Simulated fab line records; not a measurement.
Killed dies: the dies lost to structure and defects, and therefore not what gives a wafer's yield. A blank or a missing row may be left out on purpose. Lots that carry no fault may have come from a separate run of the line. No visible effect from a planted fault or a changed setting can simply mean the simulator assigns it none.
Check of tool commonality ; flow n5_finfet ; 9 lots, 27 wafers sampled

== REASON FOR OPENING ==
On 2 of the 9 lots, a flag is raised at N5_STI_FIN_REVEAL_INSPECT_13 on the reading raw_defect_count. Wafers without a fault read 12, standard deviation 4.8.
Rule: flag the lot when none of its wafers has a number, or when each of its wafers that has one lies beyond 4 standard deviations from that mean. All remaining lots are regarded as sound.

lot;measured;on;raw_defect_count, wafer by wafer;flag
L124;day 2 15:56;defect_inspect-01;13 10 15;
L127;day 3 07:23;defect_inspect-01;18 15 8;
L129;day 3 19:59;defect_inspect-01;8 7 15;
L131;day 4 09:02;defect_inspect-01;13 16 15;
L133;day 4 22:55;defect_inspect-02;311 332 364;FLAGGED
L136;day 5 15:41;defect_inspect-02;314 316 324;FLAGGED
L139;day 6 08:06;defect_inspect-02;4 17 20;
L141;day 6 22:05;defect_inspect-02;11 12 6;
L142;day 7 02:54;defect_inspect-02;12 7 9;
On average the flagged lots' numbers are 327, which is +315 against the usual, or +66 standard deviations.

== LOT BY LOT: THE TOOL USED ==
The record holds 3 process steps before the reading, out of a route of 1938 steps. Every cell lists first the tool, next ch and the chambers used by the sampled wafers, and last the start.
lot;flag;N5_STI_FIN_REVEAL_CMP_04;N5_STI_FIN_REVEAL_STRIP_24;N5_STI_FIN_REVEAL_ETCH_34
L124;;cmp-03 ch 0,1,3, day 2 11:41;rie_diel-06 ch 2,3, day 2 12:31;rie_si-05 ch 0,1,3, day 2 14:59
L127;;cmp-03 ch 1,2, day 3 03:49;rie_diel-04 ch 0,3, day 3 04:21;rie_si-05 ch 0,3, day 3 06:40
L129;;cmp-03 ch 0,2,3, day 3 15:17;rie_diel-02 ch 0,3, day 3 15:50;rie_si-02 ch 0,2, day 3 19:17
L131;;cmp-03 ch 0,1,3, day 4 05:13;rie_diel-02 ch 0,2,3, day 4 05:46;rie_si-05 ch 0,1,2, day 4 08:20
L133;FLAGGED;cmp-03 ch 0,1,3, day 4 19:17;rie_diel-04 ch 0,2,3, day 4 19:53;rie_si-02 ch 1,3, day 4 22:13
L136;FLAGGED;cmp-03 ch 0,1,2, day 5 12:11;rie_diel-02 ch 0,2,3, day 5 12:41;rie_si-02 ch 1,2, day 5 14:59
L139;;cmp-04 ch 0,1,3, day 6 03:53;rie_diel-02 ch 0,1,3, day 6 05:06;rie_si-05 ch 1,3, day 6 07:25
L141;;cmp-02 ch 1,2,3, day 6 18:10;rie_diel-06 ch 1,2, day 6 18:44;rie_si-03 ch 0,2,3, day 6 21:04
L142;;cmp-04 ch 0,1,3, day 6 23:07;rie_diel-02 ch 0,2,3, day 6 23:54;rie_si-05 ch 0,1,3, day 7 02:12
What these steps do:
- N5_STI_FIN_REVEAL_CMP_04: polishes, stops on Si3N4, t overpolish 4 s, target thk 131.83 nm.
- N5_STI_FIN_REVEAL_STRIP_24: strips in N2/H2, time 90 s.
- N5_STI_FIN_REVEAL_ETCH_34: etches Si in H2, material Si, target depth 0.97 nm.
- N5_STI_FIN_REVEAL_INSPECT_13: inspects for defects (darkfield).

== FLAGGED OVER TOTAL, TOOL BY TOOL (the gauges that took the reading come last) ==
step;tool;lots run;flagged;share of the flagged lots;sound lots run after its first flagged lot
N5_STI_FIN_REVEAL_CMP_04;cmp-02;1;0;none;-
N5_STI_FIN_REVEAL_CMP_04;cmp-03;6;2;all;0
N5_STI_FIN_REVEAL_CMP_04;cmp-04;2;0;none;-
N5_STI_FIN_REVEAL_STRIP_24;rie_diel-02;5;1;some;2 (L139,L142)
N5_STI_FIN_REVEAL_STRIP_24;rie_diel-04;2;1;some;0
N5_STI_FIN_REVEAL_STRIP_24;rie_diel-06;2;0;none;-
N5_STI_FIN_REVEAL_ETCH_34;rie_si-02;3;2;all;0
N5_STI_FIN_REVEAL_ETCH_34;rie_si-03;1;0;none;-
N5_STI_FIN_REVEAL_ETCH_34;rie_si-05;5;0;none;-
N5_STI_FIN_REVEAL_INSPECT_13;defect_inspect-01;4;0;none;-
N5_STI_FIN_REVEAL_INSPECT_13;defect_inspect-02;5;2;all;3 (L139,L141,L142)

== WHAT THE TABLE PERMITS ==
3 rows of the table ran every flagged lot: cmp-03 at N5_STI_FIN_REVEAL_CMP_04, rie_si-02 at N5_STI_FIN_REVEAL_ETCH_34, defect_inspect-02 at N5_STI_FIN_REVEAL_INSPECT_13.
- cmp-03 at N5_STI_FIN_REVEAL_CMP_04 ran 6 lots, 2 of them flagged. Its last sound lot is L131 (day 4 05:13), its first flagged lot L133 (day 4 19:17): a fault that began between those two fits.
- rie_si-02 at N5_STI_FIN_REVEAL_ETCH_34 ran 3 lots, 2 of them flagged. Its last sound lot is L129 (day 3 19:17), its first flagged lot L133 (day 4 22:13): a fault that began between those two fits.
- defect_inspect-02 at N5_STI_FIN_REVEAL_INSPECT_13 ran 5 lots, 2 of them flagged. Sound lots followed the first flagged one (L139, L141, L142) on it, something a lasting fault affecting the whole tool could not allow.
Because each of these 2 tools fits a fault that began at some hour, counting lots does not separate them. More lots, or a look at what each step does to the wafer, might.

== WHAT WAS PUT IN BY THE SIMULATOR ==
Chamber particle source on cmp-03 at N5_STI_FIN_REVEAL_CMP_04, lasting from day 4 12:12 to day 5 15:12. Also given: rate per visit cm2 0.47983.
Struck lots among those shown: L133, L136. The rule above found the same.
